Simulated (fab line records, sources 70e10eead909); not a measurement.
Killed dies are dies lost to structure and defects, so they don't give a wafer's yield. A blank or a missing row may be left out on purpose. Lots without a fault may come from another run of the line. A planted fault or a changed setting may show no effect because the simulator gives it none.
Chamber matching | flow nand_harc | NHARC_A_STAIRCASE_ETCH_292 on rie_diel-13: 4 sister chambers
The step etches the open film in CF4/CHF3. 4 wafers are shown with their chamber, then 10 later ones without.

WAFERS WITH THEIR CHAMBER
wafer  | chamber | drypump_motor_current_A (A)
L087.2 | 2       | 5.9
L090.1 | 1       | 5.7
L093.3 | 3       | 6.2
L093.5 | 0       | 5.4

WAFERS WITHOUT THEIR CHAMBER
wafer  | drypump_motor_current_A (A)
L093.6 | 5.6
L094.1 | 5.4
L094.4 | 5.6
L094.5 | 6.2
L095.1 | 5.9
L095.4 | 5.7
L095.5 | 5.9
L097.1 | 5.6
L097.3 | 6.2
L097.4 | 5.3

WHICH CHAMBER EACH WENT THROUGH
wafer  | from the rows above     | in truth
L093.6 | can't be placed: 1 or 0 | 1
L094.1 | 0                       | 0
L094.4 | can't be placed: 1 or 0 | 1
L094.5 | 3                       | 3
L095.1 | 2                       | 2
L095.4 | 1                       | 1
L095.5 | 2                       | 2
L097.1 | can't be placed: 1 or 0 | 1
L097.3 | 3                       | 3
L097.4 | 0                       | 0
Placed correctly: 7 of 10. Can't be placed from these rows: 3 (the true chamber is among the candidates in 3). Placed wrongly: 0.
How it was worked out, from the rows above alone: a wafer's distance from a chamber is the root of the sum, over the readings, of the square of ((its reading less the chamber's mean) divided by the reading's scatter). The wafer belongs to the nearest chamber; if the next one is less than 2 further off, it can't be placed. A chamber's mean is the mean of its shown wafers. The scatter: with one shown wafer a chamber, the root of the mean of the squares of how far each hidden wafer lies from its nearest shown one.
